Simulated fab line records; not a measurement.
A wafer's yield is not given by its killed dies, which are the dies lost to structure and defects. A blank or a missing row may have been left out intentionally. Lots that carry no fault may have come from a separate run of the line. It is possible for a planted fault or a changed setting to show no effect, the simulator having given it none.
Which tool is to blame? | flow nandHarc | 6 lots with 18 wafers sampled at 4 steps, on a route of 1302 steps

WHAT THE GAUGES READ, wafer by wafer
NHARC_END_SORT_01.
lot  | measured     | on        | killedDies
L507 | day 24 19:23 | prober-01 | 56 71 56
L509 | day 26 02:48 | prober-01 | 47 53 69
L516 | day 29 08:04 | prober-01 | 58 68 59
L524 | day 32 11:45 | prober-02 | 36 43 39
L525 | day 33 07:59 | prober-02 | 60 68 61

WHICH TOOL RAN EACH LOT (tool, then ch and the chambers of the sampled wafers, then the start)
lot  | NHARC_A_BLC_DESCUM_15             | NHARC_A_BLC_STRIP_21              | NHARC_A_M0_SOFTBAKE_04
L507 | rieDiel-09 ch 2,3, day 23 00:22   | rieDiel-09 ch 0,1, day 23 01:31   | lithoTrack-04 ch 0, day 23 03:00
L509 | rieDiel-09 ch 0,1,2, day 23 22:23 | rieDiel-03 ch 2,3, day 23 23:33   | lithoTrack-01 ch 0, day 24 01:00
L514 | rieDiel-09 ch 0,2,3, day 26 02:46 | rieDiel-03 ch 0,1,2, day 26 03:54 | lithoTrack-01 ch 0, day 26 06:00
L516 | rieDiel-09 ch 1,2,3, day 27 05:49 | rieDiel-07 ch 1,2, day 27 06:58   | lithoTrack-06 ch 0, day 27 09:00
L524 | rieDiel-09 ch 0,1,3, day 30 12:27 | rieDiel-09 ch 2,3, day 30 13:35   | lithoTrack-01 ch 0, day 30 15:00
L525 | rieDiel-07 ch 1,2, day 31 05:23   | rieDiel-07 ch 1,2, day 31 06:31   | lithoTrack-06 ch 0, day 31 08:00
- NHARC_A_BLC_DESCUM_15: chemistry O2, time 3 s.
- NHARC_A_BLC_STRIP_21: strips in O2.
- NHARC_A_M0_SOFTBAKE_04: time 55 s.

THE ANSWER, worked out from the rows above alone
Rule: usual is defined by the lots themselves. Put in order of their means at a reading, lots are off if they are a third of the lots or fewer, leave a main group of 4 or more, and stand apart from it by a gap of 3 or more times the standard deviation of the main group's means; of several such gaps the widest counts. A main group whose means are all the same, to the digits that the tables above print for the reading, isn't used. A lot without any number at a reading at which 4 lots or more have one is off too. Any other lot the step has rows for is counted as sound.
Off, at NHARC_END_SORT_01 on killedDies: L524. The main group has a mean of 60 with a standard deviation of 2.5. Neither off nor sound, because the step has no rows for them: L514.
A tool fits if, at a process step before that reading, it ran every lot that is off, and no sound lot after the first of them. The gauges at NHARC_END_SORT_01 are tried like those tools. Can't be told from this: 2 tools fit, rieDiel-09 at NHARC_A_BLC_DESCUM_15 and NHARC_A_BLC_STRIP_21, lithoTrack-01 at NHARC_A_M0_SOFTBAKE_04.

WHAT THE SIMULATOR PUT IN
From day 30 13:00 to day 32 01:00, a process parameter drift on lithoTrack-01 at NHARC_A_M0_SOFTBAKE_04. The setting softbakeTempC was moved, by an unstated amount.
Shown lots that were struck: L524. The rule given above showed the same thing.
